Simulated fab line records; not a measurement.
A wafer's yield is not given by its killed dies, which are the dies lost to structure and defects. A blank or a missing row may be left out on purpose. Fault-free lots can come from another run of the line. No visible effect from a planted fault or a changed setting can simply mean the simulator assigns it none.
Matching of chambers ; flow n5Finfet ; N5_BEOL_M11_PECVD_70 on pecvd-04 has 3 sister chambers
The step deposits SiO2 from TEOS/O2, target thk 20 nm, time 22.7 s. 14 wafers are shown with their chamber, then 7 later ones without.

== EACH WAFER AND ITS CHAMBER ==
wafer;chamber;throttleValvePct (%);showerheadPlenumPTorr (Torr);heaterPowerW (W)
L076.2;1;23.3;8.93;749
L076.4;0;21.2;8.86;612
L076.6;2;19.5;8.77;716
L077.1;2;19.6;8.78;790
L077.2;0;21.2;8.90;707
L077.6;0;21.0;8.87;735
L081.1;2;19.8;8.76;797
L081.5;2;19.5;8.78;815
L081.6;1;23.4;8.90;748
L082.1;0;20.9;8.90;589
L082.3;2;19.8;8.77;746
L082.5;0;21.2;8.89;574
L085.1;2;19.4;8.78;677
L085.2;1;23.4;8.94;704

SIGNATURES (averages over the wafers above)
reading;chamber 0;chamber 1;chamber 2;scatter within a chamber
throttleValvePct;21.100;23.367;19.600;0.144
showerheadPlenumPTorr;8.8840;8.9233;8.7733;0.0151
heaterPowerW;643.40;733.67;756.83;57.8
Rule: for a wafer and a chamber, the distance is found by dividing, reading by reading, the gap between the wafer's reading and the chamber's mean by the reading's scatter, squaring, summing and taking the root. The wafer belongs to the nearest chamber; if the next one is less than 2 further off, it can't be placed. How the scatter is found: for the shown wafers, subtract from each reading the mean of its chamber, square and add these, divide the total by (wafers less chambers), then take the root.

== WAFERS MISSING THEIR CHAMBER ==
wafer;throttleValvePct (%);showerheadPlenumPTorr (Torr);heaterPowerW (W)
L085.6;21.3;8.89;708
L084.1;19.5;8.77;735
L084.3;23.4;8.93;795
L084.4;23.3;8.93;802
L087.1;19.5;8.77;766
L087.2;23.6;8.91;790
L087.3;21.5;8.87;706

== CHAMBER TAKEN BY EACH ==
wafer;from the rows above;in truth
L085.6;0;0
L084.1;2;2
L084.3;1;1
L084.4;1;1
L087.1;2;2
L087.2;1;1
L087.3;0;0
7 of 7 placed correctly. Not placeable from these rows: 0. Placed wrongly: 0.
